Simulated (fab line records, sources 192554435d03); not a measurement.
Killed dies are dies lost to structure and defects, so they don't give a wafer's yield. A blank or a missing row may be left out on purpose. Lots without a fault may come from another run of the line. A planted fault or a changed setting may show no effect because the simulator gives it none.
fab line records | flow n5_finfet
record lots=24 wafers=72 last_day=17
route steps=1938 shown BEOL_M4@1090 BEOL_M5@1129
lots that met no fault: from a run of the same line without faults
start_h: hours from the record's first day to the start of the lot's first wafer shown | wait_h: hours since the lot's step before | " the same as in the row above | L1.1+2: a row that stands for several wafers | - no value, or no start given | * or withheld: withheld | < > ~ a bound
route shown NAME@n: a module of which the file shows steps, and the number in the route of the first | usual: mean/standard deviation of fault-free wafers | same: alike in all rows | chamber/n: place in a boat | sites: the reading at each site | _std_site: their standard deviation | _edge_site: outer sites' mean less inner sites' | radius_mm: how far each site lies from the wafer's centre | mask NAME#n: copy n | behind: the tool/chamber that last shaped the wafer | hold: why the lot was held/for how many hours/how that ended | device: the transistor (n, p or np) that didn't switch | end of line: the same wafers' tests at the end of the route | a step without rows: its recipe alone | killed: dies lost to structure and defects at the first sort, not the wafer's yield | map: a wafer's dies, x killed, . not, _ none there
set.NAME: the setting as run; set.NAME@STEP: as run at that earlier step | model.NAME: the simulator's own value behind a step, which no gauge read
steps of the route over a sample of lots; a table a step, a row a wafer
services: from which hour (start_h, from the record's first day; less than 0 if before it) a tool's chamber was out of use, for how many hours, and why
## steps
# step N5_BEOL_M4_SPUTTER_86
# recipe material=Cu target_thk_a=45 temp_c=-20 chamber_pressure_pa=0.07 power_w=withheld time_s=8.29
# usual throttle_valve_pct=29.8/1.3
# columns lot.wafer tool chamber start_h wait_h throttle_valve_pct
L074.2 pvd_sputter-02 - 167.69 0.1 30.4
L074.4 " - " " 31.6
L074.5 " - " " 32.1
L075.1 pvd_sputter-01 - 168.05 0.1 29.9
L075.3 " - " " 28.5
L075.6 " - " " 30.9
L077.2 pvd_sputter-01 - 185.60 0.1 30.0
L077.3 " - " " 31.0
L077.6 " - " " 30.2
L078.2 pvd_sputter-03 - 188.31 0.1 32.0
L078.3 " - " " 30.0
L078.5 " - " " 31.9
L076.1 pvd_sputter-01 - 188.63 0.1 28.3
L076.2 " - " " 30.0
L076.3 " - " " 28.4
L079.1 pvd_sputter-01 - 190.57 0.1 29.9
L079.4 " - " " 30.7
L079.6 " - " " 29.7
L081.2 pvd_sputter-01 - 196.05 0.1 28.5
L081.3 " - " " 30.0
L081.4 " - " " 28.4
L080.2 pvd_sputter-01 - 198.31 0.1 28.4
L080.3 " - " " 28.6
L080.6 " - " " 29.9
L082.1 pvd_sputter-02 - 210.40 0.1 30.3
L082.2 " - " " 31.5
L082.4 " - " " 27.7
L083.1 pvd_sputter-01 - 214.59 0.1 30.0
L083.3 " - " " 28.4
L083.6 " - " " 28.3
L084.1 pvd_sputter-03 - 224.01 0.1 28.8
L084.5 " - " " 31.6
L084.6 " - " " 29.8
L085.4 pvd_sputter-01 - 232.62 0.1 30.7
L085.5 " - " " 30.0
L085.6 " - " " 28.5
L087.2 pvd_sputter-01 - 240.29 0.1 28.6
L087.5 " - " " 29.9
L087.6 " - " " 28.0
L088.1 pvd_sputter-02 - 243.74 0.1 30.1
L088.2 " - " " 27.7
L088.6 " - " " 31.5
L086.1 pvd_sputter-01 - 245.49 0.1 28.6
L086.3 " - " " 28.3
L086.4 " - " " 30.0
L089.1 pvd_sputter-01 - 253.80 0.1 30.0
L089.3 " - " " 28.4
L089.5 " - " " 28.4
L090.3 pvd_sputter-01 - 258.68 0.1 29.8
L090.4 " - " " 28.5
L090.6 " - " " 28.4
L091.1 pvd_sputter-01 - 263.44 0.1 30.9
L091.3 " - " " 30.1
L091.5 " - " " 31.1
L093.1 pvd_sputter-03 - 274.02 0.1 29.9
L093.3 " - " " 31.7
L093.4 " - " " 32.1
L092.1 pvd_sputter-01 - 278.55 0.1 28.5
L092.2 " - " " 30.7
L092.6 " - " " 28.2
L094.1 pvd_sputter-03 - 290.78 0.1 32.2
L094.5 " - " " 32.0
L094.6 " - " " 29.0
L096.1 pvd_sputter-03 - 292.62 0.1 29.8
L096.2 " - " " 32.1
L096.5 " - " " 29.6
L095.2 pvd_sputter-01 - 292.75 0.1 30.7
L095.3 " - " " 29.8
L095.5 " - " " 29.9
L097.2 pvd_sputter-02 - 295.62 0.1 31.5
L097.3 " - " " 30.2
L097.6 " - " " 30.1
# step N5_BEOL_M4_ANNEAL_91
# recipe temp_c=400 time_s=240 ambient=vacuum
# usual heater_power_w=849/85
# columns lot.wafer tool chamber start_h wait_h heater_power_w
L074.2 pvd_sputter-02 - 168.21 0.0 943
L074.4 " - " " 950
L074.5 " - " " 843
L075.1 pvd_sputter-01 - 168.57 0.0 831
L075.3 " - " " 950
L075.6 " - " " 831
L077.2 pvd_sputter-01 - 186.12 0.0 849
L077.3 " - " " 848
L077.6 " - " " 852
L078.2 pvd_sputter-03 - 188.83 0.0 894
L078.3 " - " " 951
L078.5 " - " " 917
L076.1 pvd_sputter-01 - 189.15 0.0 721
L076.2 " - " " 857
L076.3 " - " " 955
L079.1 pvd_sputter-01 - 191.09 0.0 837
L079.4 " - " " 826
L079.6 " - " " 846
L081.2 pvd_sputter-01 - 196.57 0.0 965
L081.3 " - " " 853
L081.4 " - " " 725
L080.2 pvd_sputter-01 - 198.83 0.0 718
L080.3 " - " " 941
L080.6 " - " " 819
L082.1 pvd_sputter-02 - 210.92 0.0 954
L082.2 " - " " 952
L082.4 " - " " 925
L083.1 pvd_sputter-01 - 215.11 0.0 812
L083.3 " - " " 702
L083.6 " - " " 693
L084.1 pvd_sputter-03 - 224.53 0.0 778
L084.5 " - " " 844
L084.6 " - " " 920
L085.4 pvd_sputter-01 - 233.14 0.0 828
L085.5 " - " " 833
L085.6 " - " " 945
L087.2 pvd_sputter-01 - 240.81 0.0 956
L087.5 " - " " 857
L087.6 " - " " 699
L088.1 pvd_sputter-02 - 244.26 0.0 928
L088.2 " - " " 929
L088.6 " - " " 920
L086.1 pvd_sputter-01 - 246.01 0.0 934
L086.3 " - " " 710
L086.4 " - " " 840
L089.1 pvd_sputter-01 - 254.32 0.0 851
L089.3 " - " " 725
L089.5 " - " " 710
L090.3 pvd_sputter-01 - 259.20 0.0 854
L090.4 " - " " 951
L090.6 " - " " 963
L091.1 pvd_sputter-01 - 263.96 0.0 828
L091.3 " - " " 841
L091.5 " - " " 858
L093.1 pvd_sputter-03 - 274.54 0.0 951
L093.3 " - " " 845
L093.4 " - " " 930
L092.1 pvd_sputter-01 - 279.07 0.0 959
L092.2 " - " " 834
L092.6 " - " " 936
L094.1 pvd_sputter-03 - 291.30 0.0 899
L094.5 " - " " 915
L094.6 " - " " 755
L096.1 pvd_sputter-03 - 293.14 0.0 958
L096.2 " - " " 916
L096.5 " - " " 947
L095.2 pvd_sputter-01 - 293.27 0.0 807
L095.3 " - " " 834
L095.5 " - " " 826
L097.2 pvd_sputter-02 - 296.14 0.0 941
L097.3 " - " " 949
L097.6 " - " " 969
# step N5_BEOL_M4_ANNEAL_93
# recipe temp_c=400 time_s=240 ambient=vacuum
# usual heater_power_w=848/85
# columns lot.wafer tool chamber start_h wait_h heater_power_w
L074.2 pvd_sputter-02 - 168.43 0.0 937
L074.4 " - " " 929
L074.5 " - " " 844
L075.1 pvd_sputter-01 - 168.79 0.0 831
L075.3 " - " " 957
L075.6 " - " " 841
L077.2 pvd_sputter-01 - 186.34 0.0 826
L077.3 " - " " 849
L077.6 " - " " 806
L078.2 pvd_sputter-03 - 189.05 0.0 907
L078.3 " - " " 956
L078.5 " - " " 899
L076.1 pvd_sputter-01 - 189.37 0.0 703
L076.2 " - " " 841
L076.3 " - " " 934
L079.1 pvd_sputter-01 - 191.31 0.0 827
L079.4 " - " " 836
L079.6 " - " " 813
L081.2 pvd_sputter-01 - 196.79 0.0 947
L081.3 " - " " 860
L081.4 " - " " 684
L080.2 pvd_sputter-01 - 199.05 0.0 704
L080.3 " - " " 978
L080.6 " - " " 837
L082.1 pvd_sputter-02 - 211.14 0.0 973
L082.2 " - " " 933
L082.4 " - " " 904
L083.1 pvd_sputter-01 - 215.33 0.0 830
L083.3 " - " " 700
L083.6 " - " " 712
L084.1 pvd_sputter-03 - 224.75 0.0 785
L084.5 " - " " 828
L084.6 " - " " 931
L085.4 pvd_sputter-01 - 233.36 0.0 840
L085.5 " - " " 837
L085.6 " - " " 951
L087.2 pvd_sputter-01 - 241.03 0.0 942
L087.5 " - " " 825
L087.6 " - " " 694
L088.1 pvd_sputter-02 - 244.48 0.0 968
L088.2 " - " " 931
L088.6 " - " " 922
L086.1 pvd_sputter-01 - 246.23 0.0 929
L086.3 " - " " 718
L086.4 " - " " 851
L089.1 pvd_sputter-01 - 254.54 0.0 831
L089.3 " - " " 702
L089.5 " - " " 700
L090.3 pvd_sputter-01 - 259.42 0.0 819
L090.4 " - " " 923
L090.6 " - " " 932
L091.1 pvd_sputter-01 - 264.18 0.0 812
L091.3 " - " " 830
L091.5 " - " " 854
L093.1 pvd_sputter-03 - 274.76 0.0 957
L093.3 " - " " 856
L093.4 " - " " 917
L092.1 pvd_sputter-01 - 279.29 0.0 953
L092.2 " - " " 827
L092.6 " - " " 943
L094.1 pvd_sputter-03 - 291.52 0.0 910
L094.5 " - " " 914
L094.6 " - " " 789
L096.1 pvd_sputter-03 - 293.36 0.0 956
L096.2 " - " " 930
L096.5 " - " " 963
L095.2 pvd_sputter-01 - 293.49 0.0 844
L095.3 " - " " 843
L095.5 " - " " 848
L097.2 pvd_sputter-02 - 296.36 0.0 918
L097.3 " - " " 942
L097.6 " - " " 939
# step N5_BEOL_M4_SPUTTER_96
# recipe material=Cu target_thk_a=45 temp_c=-20 chamber_pressure_pa=0.07 power_w=withheld time_s=8.29
# usual throttle_valve_pct=29.8/1.3
# columns lot.wafer tool chamber start_h wait_h throttle_valve_pct
L074.2 pvd_sputter-02 - 168.79 0.1 30.1
L074.4 " - " " 31.5
L074.5 " - " " 32.0
L075.1 pvd_sputter-01 - 169.15 0.1 29.6
L075.3 " - " " 28.3
L075.6 " - " " 31.1
L077.2 pvd_sputter-01 - 186.70 0.1 29.8
L077.3 " - " " 30.9
L077.6 " - " " 29.8
L078.2 pvd_sputter-03 - 189.41 0.1 32.0
L078.3 " - " " 29.8
L078.5 " - " " 31.9
L076.1 pvd_sputter-01 - 189.73 0.1 28.2
L076.2 " - " " 29.9
L076.3 " - " " 28.7
L079.1 pvd_sputter-01 - 191.67 0.1 29.8
L079.4 " - " " 30.7
L079.6 " - " " 30.1
L081.2 pvd_sputter-01 - 197.15 0.1 28.5
L081.3 " - " " 30.0
L081.4 " - " " 28.4
L080.2 pvd_sputter-01 - 199.41 0.1 28.3
L080.3 " - " " 28.6
L080.6 " - " " 30.0
L082.1 pvd_sputter-02 - 211.50 0.1 30.2
L082.2 " - " " 31.4
L082.4 " - " " 27.7
L083.1 pvd_sputter-01 - 215.69 0.1 29.8
L083.3 " - " " 28.2
L083.6 " - " " 28.5
L084.1 pvd_sputter-03 - 225.11 0.1 28.8
L084.5 " - " " 31.4
L084.6 " - " " 29.8
L085.4 pvd_sputter-01 - 233.72 0.1 30.9
L085.5 " - " " 29.9
L085.6 " - " " 28.5
L087.2 pvd_sputter-01 - 241.39 0.1 28.3
L087.5 " - " " 29.8
L087.6 " - " " 27.9
L088.1 pvd_sputter-02 - 244.84 0.1 30.1
L088.2 " - " " 27.5
L088.6 " - " " 31.4
L086.1 pvd_sputter-01 - 246.59 0.1 28.5
L086.3 " - " " 28.6
L086.4 " - " " 30.1
L089.1 pvd_sputter-01 - 254.90 0.1 29.7
L089.3 " - " " 28.3
L089.5 " - " " 28.3
L090.3 pvd_sputter-01 - 259.78 0.1 30.2
L090.4 " - " " 28.6
L090.6 " - " " 28.4
L091.1 pvd_sputter-01 - 264.54 0.1 30.4
L091.3 " - " " 30.1
L091.5 " - " " 31.1
L093.1 pvd_sputter-03 - 275.12 0.1 30.0
L093.3 " - " " 31.7
L093.4 " - " " 31.8
L092.1 pvd_sputter-01 - 279.65 0.1 28.5
L092.2 " - " " 30.8
L092.6 " - " " 28.2
L094.1 pvd_sputter-03 - 291.88 0.1 32.0
L094.5 " - " " 31.7
L094.6 " - " " 28.8
L096.1 pvd_sputter-03 - 293.72 0.1 29.9
L096.2 " - " " 31.7
L096.5 " - " " 29.8
L095.2 pvd_sputter-01 - 293.85 0.1 31.0
L095.3 " - " " 30.1
L095.5 " - " " 30.0
L097.2 pvd_sputter-02 - 296.72 0.1 31.4
L097.3 " - " " 30.5
L097.6 " - " " 30.2
# step N5_BEOL_M4_CO_CAP_55
# recipe material=Co target_thk_a=20 temp_c=200 precursor=CCTBA/H2 pressure_torr=30 time_s=102.1
# usual heater_power_w=229/23
# columns lot.wafer tool chamber start_h wait_h heater_power_w
L074.2 cvd_co-01 2 169.66 0.0 188
L074.4 " 1 " " 223
L074.5 " 0 " " 234
L075.1 cvd_co-02 1 170.02 0.0 233
L075.3 " 2 " " 261
L075.6 " 2 " " 266
L077.2 cvd_co-01 2 187.58 0.0 188
L077.3 " 0 " " 232
L077.6 " 0 " " 234
L078.2 cvd_co-02 0 190.28 0.0 226
L078.3 " 1 " " 234
L078.5 " 1 " " 241
L076.1 cvd_co-02 1 190.61 0.0 235
L076.2 " 2 " " 262
L076.3 " 0 " " 225
L079.1 cvd_co-01 0 192.74 0.0 228
L079.4 " 1 " " 226
L079.6 " 0 " " 234
L081.2 cvd_co-02 1 198.03 0.0 229
L081.3 " 0 " " 229
L081.4 " 0 " " 231
L080.2 cvd_co-01 2 200.28 0.0 185
L080.3 " 0 " " 236
L080.6 " 1 " " 225
L082.1 cvd_co-01 1 212.41 0.0 232
L082.2 " 2 " " 188
L082.4 " 2 " " 184
L083.1 cvd_co-02 2 216.55 0.0 263
L083.3 " 0 " " 230
L083.6 " 1 " " 230
L084.1 cvd_co-01 2 225.97 0.0 190
L084.5 " 2 " " 188
L084.6 " 1 " " 227
L085.4 cvd_co-02 0 234.62 0.0 222
L085.5 " 1 " " 233
L085.6 " 2 " " 265
L087.2 cvd_co-01 0 242.28 0.0 227
L087.5 " 2 " " 192
L087.6 " 1 " " 232
L088.1 cvd_co-01 2 245.85 0.0 188
L088.2 " 0 " " 236
L088.6 " 1 " " 233
L086.1 cvd_co-01 1 247.45 0.0 228
L086.3 " 2 " " 192
L086.4 " 1 " " 236
L089.1 cvd_co-01 0 255.77 0.0 235
L089.3 " 2 " " 188
L089.5 " 1 " " 227
L090.3 cvd_co-02 1 260.65 0.0 235
L090.4 " 2 " " 264
L090.6 " 0 " " 232
L091.1 cvd_co-02 1 265.41 0.0 233
L091.3 " 2 " " 270
L091.5 " 0 " " 225
L093.1 cvd_co-02 2 275.98 0.0 268
L093.3 " 1 " " 235
L093.4 " 0 " " 222
L092.1 cvd_co-01 1 280.51 0.0 232
L092.2 " 0 " " 232
L092.6 " 2 " " 190
L094.1 cvd_co-02 0 292.74 0.0 221
L094.5 " 2 " " 271
L094.6 " 0 " " 221
L096.1 cvd_co-01 0 294.58 0.0 237
L096.2 " 2 " " 194
L096.5 " 1 " " 231
L095.2 cvd_co-01 1 295.10 0.0 235
L095.3 " 2 " " 191
L095.5 " 0 " " 235
L097.2 cvd_co-02 2 297.58 0.0 265
L097.3 " 1 " " 230
L097.6 " 0 " " 233
# step N5_BEOL_M5_DESCUM_16
# recipe chemistry=O2 time_s=7 source_power_w=50 bias_power_w=20 pressure_mtorr=20 rf_frequency_hz=2.712e+07 temp_c=40 resist=CAR-EUV o2_flow_sccm=225
# usual drypump_motor_current_A=5.8/0.37 o2_flow_sccm=225.0/0.71 oes_product_au=0.80/0.062 rf_fwd_power_W=49.25/0.24 rf_vpp_V=243.5/1.4 showerhead_plenum_p_Torr=2.12/0.085 throttle_valve_pct=20.43/0.26
# columns lot.wafer tool chamber start_h wait_h drypump_motor_current_A o2_flow_sccm oes_product_au rf_fwd_power_W rf_hours_counter_h rf_vpp_V showerhead_plenum_p_Torr throttle_valve_pct
L075.1 rie_diel-06 1 174.94 0.8 6.2 225.5 0.86 49.72 49 244.2 2.04 20.05
L075.3 " 3 " " 5.6 225.5 0.76 49.05 160 244.2 2.18 20.35
L075.6 " 0 " " 5.6 224.4 0.72 49.26 - 241.9 2.02 20.70
L074.2 rie_diel-06 0 175.16 0.9 5.7 225.7 0.72 49.35 196 241.8 2.01 20.69
L074.4 " 3 " " 5.6 225.8 0.76 49.36 160 244.0 2.18 20.35
L074.5 " 3 " " 5.6 226.3 0.75 49.16 - 245.2 2.18 20.37
L077.2 rie_diel-02 0 190.53 0.0 5.1 226.2 0.76 48.72 160 243.8 2.20 20.83
L077.3 " 2 " " 6.5 226.1 0.80 49.13 83 241.8 2.03 20.87
L077.6 " 2 " " 6.5 224.7 0.80 49.28 - 243.3 2.03 20.89
L078.2 rie_diel-04 3 192.87 0.0 6.0 225.6 0.89 49.12 27 242.7 2.14 20.49
L078.3 " 0 " " 5.7 226.3 0.93 49.13 17 241.0 2.06 20.18
L078.5 " 3 " " 6.0 224.6 0.89 49.26 - 243.9 2.14 20.51
L076.1 rie_diel-06 2 195.35 0.2 6.0 225.4 0.81 49.30 85 245.7 2.22 20.41
L076.2 " 1 " " 6.2 224.6 0.84 49.66 54 243.1 2.04 20.06
L076.3 " 3 " " 5.6 224.9 0.74 49.48 166 243.9 2.18 20.38
L079.1 rie_diel-02 3 195.75 0.1 5.9 225.8 0.82 49.25 78 243.1 2.22 20.02
L079.4 " 1 " " 5.6 225.1 0.89 49.46 50 245.5 2.25 20.31
L079.6 " 3 " " 5.8 225.6 0.82 49.22 - 244.8 2.22 20.01
L081.2 rie_diel-02 2 201.25 0.0 6.5 225.1 0.78 49.28 87 242.1 2.03 20.87
L081.3 " 0 " " 5.1 225.1 0.75 49.28 163 244.2 2.20 20.81
L081.4 " 3 " " 5.9 225.6 0.82 48.95 79 244.2 2.22 20.03
L080.2 rie_diel-04 0 205.70 0.0 5.7 224.2 0.91 48.89 19 243.2 2.06 20.17
L080.3 " 2 " " 5.4 225.7 0.81 49.20 100 241.8 2.02 20.47
L080.6 " 3 " " 6.0 225.5 0.88 49.48 - 243.6 2.13 20.48
L082.1 rie_diel-06 1 216.16 0.3 6.2 225.9 0.83 49.57 60 243.1 2.04 20.08
L082.2 " 2 " " 6.0 225.5 0.81 49.30 91 243.6 2.22 20.39
L082.4 " 0 " " 5.6 225.0 0.71 49.42 209 241.1 2.01 20.74
L083.1 rie_diel-02 0 219.21 0.1 5.1 224.3 0.75 49.09 168 244.8 2.20 20.86
L083.3 " 3 " " 5.9 225.1 0.82 49.17 85 244.6 2.22 20.02
L083.6 " 3 " " 5.9 224.9 0.81 49.05 - 245.2 2.22 20.04
L084.1 rie_diel-02 2 229.40 0.0 6.5 224.7 0.79 49.27 96 241.6 2.03 20.88
L084.5 " 0 " " 5.1 225.2 0.74 49.11 - 244.9 2.20 20.85
L084.6 " 1 " " 5.6 224.6 0.87 49.43 - 245.1 2.24 20.33
L085.4 rie_diel-04 3 238.92 0.0 6.0 224.4 0.85 49.43 41 243.9 2.13 20.51
L085.5 " 0 " " 5.7 225.3 0.88 48.87 - 243.0 2.06 20.18
L085.6 " 3 " " 6.0 223.7 0.86 49.30 - 244.2 2.13 20.51
L087.2 rie_diel-04 3 245.91 0.1 6.0 225.9 0.86 49.42 43 244.0 2.13 20.50
L087.5 " 0 " " 5.7 225.1 0.90 48.84 - 242.6 2.06 20.21
L087.6 " 1 " " 5.5 224.8 0.70 49.31 - 244.0 2.05 20.35
L088.1 rie_diel-02 0 248.84 0.0 5.1 225.2 0.75 48.86 177 244.9 2.20 20.85
L088.2 " 2 " " 6.5 223.4 0.78 49.57 103 242.4 2.03 20.91
L088.6 " 2 " " 6.5 223.0 0.78 49.26 - 242.1 2.03 20.91
L086.1 rie_diel-06 3 251.02 0.5 5.6 224.3 0.73 49.56 183 244.0 2.17 20.38
L086.3 " 2 " " 6.0 225.9 0.79 49.01 101 244.8 2.22 20.41
L086.4 " 1 " " 6.2 224.6 0.82 49.40 70 241.7 2.03 20.07
L089.1 rie_diel-04 3 258.73 0.0 6.0 223.9 0.84 49.44 47 243.0 2.13 20.52
L089.3 " 1 " " 5.5 224.5 0.69 49.42 233 243.5 2.05 20.38
L089.5 " 1 " " 5.5 224.5 0.70 49.43 - 243.2 2.05 20.39
L090.3 rie_diel-04 1 263.43 0.1 5.5 225.4 0.68 49.60 235 242.3 2.05 20.37
L090.4 " 3 " " 6.0 225.0 0.84 49.46 48 244.0 2.13 20.53
L090.6 " 1 " " 5.5 225.6 0.68 49.42 - 242.2 2.05 20.39
L091.1 rie_diel-06 2 269.30 0.0 6.0 224.4 0.79 48.92 107 245.3 2.22 20.41
L091.3 " 3 " " 5.6 224.1 0.72 49.42 189 245.2 2.17 20.40
L091.5 " 3 " " 5.6 224.7 0.73 49.73 - 243.3 2.17 20.39
L093.1 rie_diel-04 3 280.89 0.3 6.0 224.6 0.84 49.56 55 245.2 2.13 20.54
L093.3 " 2 " " 5.4 224.8 0.79 49.23 124 242.5 2.01 20.53
L093.4 " 2 " " 5.3 223.8 0.79 49.30 - 240.8 2.01 20.53
L092.1 rie_diel-06 1 283.62 0.0 6.2 224.7 0.81 49.70 83 241.5 2.03 20.11
L092.2 " 3 " " 5.6 225.0 0.73 49.54 196 243.1 2.17 20.41
L092.6 " 3 " " 5.6 223.8 0.72 49.43 - 243.8 2.17 20.40
L094.1 rie_diel-06 2 297.63 0.0 6.0 224.5 0.79 49.20 118 245.2 2.21 20.44
L094.5 " 1 " " 6.2 225.7 0.82 49.57 - 242.4 2.03 20.10
L094.6 " 2 " " 6.0 224.3 0.79 49.03 - 246.6 2.21 20.44
L096.1 rie_diel-02 1 297.92 0.1 5.6 225.3 0.84 49.66 84 245.6 2.23 20.34
L096.2 " 2 " " 6.5 225.1 0.75 49.29 120 241.7 2.02 20.93
L096.5 " 1 " " 5.7 226.0 0.84 49.74 - 244.0 2.23 20.36
L095.2 rie_diel-02 1 298.32 0.1 5.6 226.8 0.84 49.39 84 244.2 2.23 20.35
L095.3 " 2 " " 6.5 225.6 0.75 49.26 120 243.1 2.02 20.95
L095.5 " 1 " " 5.6 225.2 0.84 49.27 - 244.5 2.23 20.36
L097.2 rie_diel-04 0 300.01 0.0 5.6 224.4 0.87 49.10 50 242.0 2.05 20.23
L097.3 " 3 " " 6.0 225.2 0.82 49.52 61 241.8 2.12 20.55
L097.6 " 0 " " 5.6 225.0 0.87 48.94 - 242.0 2.05 20.24
## services
# columns tool chamber start_h hours kind
rie_diel-04 3 146.43 9.5 repair
rie_diel-06 1 181.26 7.0 repair
rie_diel-06 2 187.71 4.6 repair
rie_diel-02 3 240.22 32.8 repair
cvd_co-01 - 267.98 6.0 pm
rie_diel-04 1 279.44 3.4 repair
rie_diel-04 2 293.66 8.2 repair
## key
fault none
